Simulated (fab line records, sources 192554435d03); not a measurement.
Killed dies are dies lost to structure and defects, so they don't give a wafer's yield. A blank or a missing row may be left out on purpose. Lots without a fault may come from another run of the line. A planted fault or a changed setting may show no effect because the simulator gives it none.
Problem report in the 8D (eight disciplines) form, filled by code | flow n5_finfet | the parts of the form that need people (team, actions taken, sign-off) are left out

1. THE PROBLEM
M14_OVL at N5_BEOL_M14_OVL_MEAS_29 reads a mean of 33 nm on 6 wafers of 2 lots; wafers without a fault read -1 nm with a standard deviation of 5.7. That is +6.0 standard deviations from the usual mean.
First seen on wafer L512.2, day 15 05:23, on overlay-01. The record holds 27 wafers of 9 lots with a number at this step. Rule for "out", or "out of limits": more than 4 standard deviations from the usual mean. The other wafers with a number count as sound.

2. WHAT IT IS AND WHAT IT IS NOT
question                    | is                     | is not
which readings at this step | M14_OVL                | -
which lots                  | L512, L514             | L497, L498, L500, L502, L504, L515, L520
which wafers of those lots  | all that have a number | -
read on which gauges        | overlay-01             | overlay-02
when                        | from day 15 05:23      | up to then (15 sound wafers); but 6 sound wafers of L515, L520 came after

3. SUSPECTS, AND WHAT RULES EACH OUT
Counting: a tool at a process step up to the reading stays a suspect if it ran every lot that is out and no sound lot after the first of them.
- the gauge at N5_BEOL_M14_OVL_MEAS_29: kept. All the wafers that are out were read on overlay-01, and no step on other tools shows them out.
- rie_diel-01 at N5_BEOL_M14_ETCH_59 (etches BARC in N2/H2, target depth 89 nm, overetch 26.7 nm, time 67.9 s): ruled out as a lasting fault. Sound lots L520 ran on it after its first lot that is out, L512 (day 15 04:29).
- krf_scanner-02 at N5_BEOL_M14_EXPOSE_25 (exposes mask M14, target cd 280 nm): kept. It ran every lot that is out, first L512 (day 15 05:11), and no sound lot after that; its last sound lot up to then is L504 (day 12 11:32).
Left after counting: krf_scanner-02 at N5_BEOL_M14_EXPOSE_25, overlay-01 at N5_BEOL_M14_OVL_MEAS_29.

4. THE CAUSE (what the simulator had put in)
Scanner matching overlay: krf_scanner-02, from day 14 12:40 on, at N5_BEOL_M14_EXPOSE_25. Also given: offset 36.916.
Counting left 2 suspects, and this tool is among them.

5. THE CHAIN OF EFFECTS, in route order
Each row: a reading whose mean over the struck wafers that have a number lies more than 3 standard deviations from the usual. Only readings for which the record gives a usual standard deviation are gone through. hours: the time from each lot's start at the first step in this table that gives one to its start at this step, as a median over the lots. sigmas: the change in usual standard deviations.
hours | step                    | reading | usual | on struck wafers | change | sigmas
0     | N5_BEOL_M14_OVL_MEAS_29 | M14_OVL | -1 nm | 33               | +34    | +6.0

6. WHAT WOULD HAVE CAUGHT IT SOONER
In this record the first reading out of limits at a measuring or inspecting step was taken at day 15 05:23, 17 hours after the fault began at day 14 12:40.
Of the tool readings at N5_BEOL_M14_EXPOSE_25 for which the record gives a usual standard deviation, none was out on any struck wafer, so an alarm limit of 4 standard deviations on them would not have fired.
Of the lots that are out (2), L514 began N5_BEOL_M14_EXPOSE_25 on krf_scanner-02 after day 15 05:23. A hold on the tool at that time would have spared it.
